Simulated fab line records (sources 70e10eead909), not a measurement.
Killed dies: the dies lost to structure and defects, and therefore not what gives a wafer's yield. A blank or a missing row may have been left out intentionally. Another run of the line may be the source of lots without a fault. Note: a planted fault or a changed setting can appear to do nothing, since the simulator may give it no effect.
Problem report, 8D (eight disciplines) form, completed by code || flow nand harc || the parts of the form that need people (team, actions taken, sign-off) are left out

1. PROBLEM STATEMENT
At NHARC_A_CONTACT_SOFTBAKE_64, heater power total W averages 323.12 W over 3 wafers from 3 lots, while fault-free wafers read 188.46 W, standard deviation 0.13. So: +99 or more standard deviations from the usual mean.
The step: time 55 s.
Seen first at day 26 14:00 on litho track-06, wafer L871.6. The record holds 42 wafers of 15 lots with a number at this step. The rule behind "out" and "out of limits": a value lying over 4 standard deviations away from the usual mean. The rest of the wafers with a number are treated as sound.

2. WHAT IT IS, AND WHAT IT ISN'T
{"question": "which readings at this step", "is": "heater power total W", "is not": "-"}
{"question": "which lots", "is": "L871, L872, L873", "is not": "L859, L860, L861, L862, L863, L866, L874, L878, L879, L880, L881, L882"}
{"question": "which wafers of those lots", "is": "L871.6, L872.6, L873.6", "is not": "L871.2, L872.3, L873.3"}
{"question": "read on which tools", "is": "litho track-06", "is not": "litho track-01, litho track-04"}
{"question": "when", "is": "from day 26 14:00", "is not": "up to then (19 sound wafers); but 20 sound wafers of L872, L873, L874, L878, L879, L880, L881, L882 came after"}

3. SUSPECTS, AND WHAT RULES EACH OUT
Counting: a tool at a process step up to the reading stays a suspect if it ran every lot that is out. Sound lots after the first of them don't rule it out here, since some wafers of a struck lot are sound.
- har cap etch-03 at NHARC_A_CONTACT_ETCH_115 (etches the open film in C4F8/O2/Ar, time 190 s, target depth 1850 nm): kept. Every lot that is out went through it, the first being L871 (day 26 04:17); the last sound lot it ran before that was L859 (day 22 00:12).
- har cap etch-03 at NHARC_A_CONTACT_ETCH_118 (etches the open film in C4F8/O2/Ar, time 190 s, target depth 1850 nm): kept. Every lot that is out went through it, the first being L871 (day 26 04:47); the last sound lot it ran before that was L859 (day 22 00:43).
- litho track-06 at NHARC_A_CONTACT_SOFTBAKE_64 (time 55 s): kept. Every lot that is out went through it, the first being L871 (day 26 14:00); the last sound lot it ran before that was L862 (day 22 21:00). Its own heater power total W readings are out on those wafers.
Left after counting: har cap etch-03 at NHARC_A_CONTACT_ETCH_115, har cap etch-03 at NHARC_A_CONTACT_ETCH_118, litho track-06 at NHARC_A_CONTACT_SOFTBAKE_64.

4. THE CAUSE (what the simulator had put in)
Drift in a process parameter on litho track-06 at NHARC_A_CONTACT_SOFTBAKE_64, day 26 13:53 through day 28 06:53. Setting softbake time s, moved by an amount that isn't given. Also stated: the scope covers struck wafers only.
Counting left 3 suspects, and this tool is among them.

5. THE EFFECT CHAIN, in route order
One row per reading whose mean, taken over the struck wafers that have a number, lies over 3 standard deviations from the usual. Only readings for which the record gives a usual standard deviation are gone through. hours: the time from each lot's start at the first step in this table that gives one to its start at this step, as a median over the lots. sigmas: the change in usual standard deviations.
{"hours": 0, "step": "NHARC_A_CONTACT_SOFTBAKE_64", "reading": "heater power total W", "usual": "188.46 W", "on struck wafers": 323.12, "change": "+134.66", "sigmas": "+99 or more"}
Its process steps:
- NHARC_A_CONTACT_SOFTBAKE_64: time 55 s.
At these later measuring or inspecting steps, every struck wafer for which the step has a row has a number for every such reading, and none has moved that far: NHARC_END_SORT_01.

6. HOW IT WOULD HAVE BEEN CAUGHT EARLIER
0 hours passed between the start of the fault at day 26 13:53 and the first reading out of limits in this record, taken at day 26 14:00.
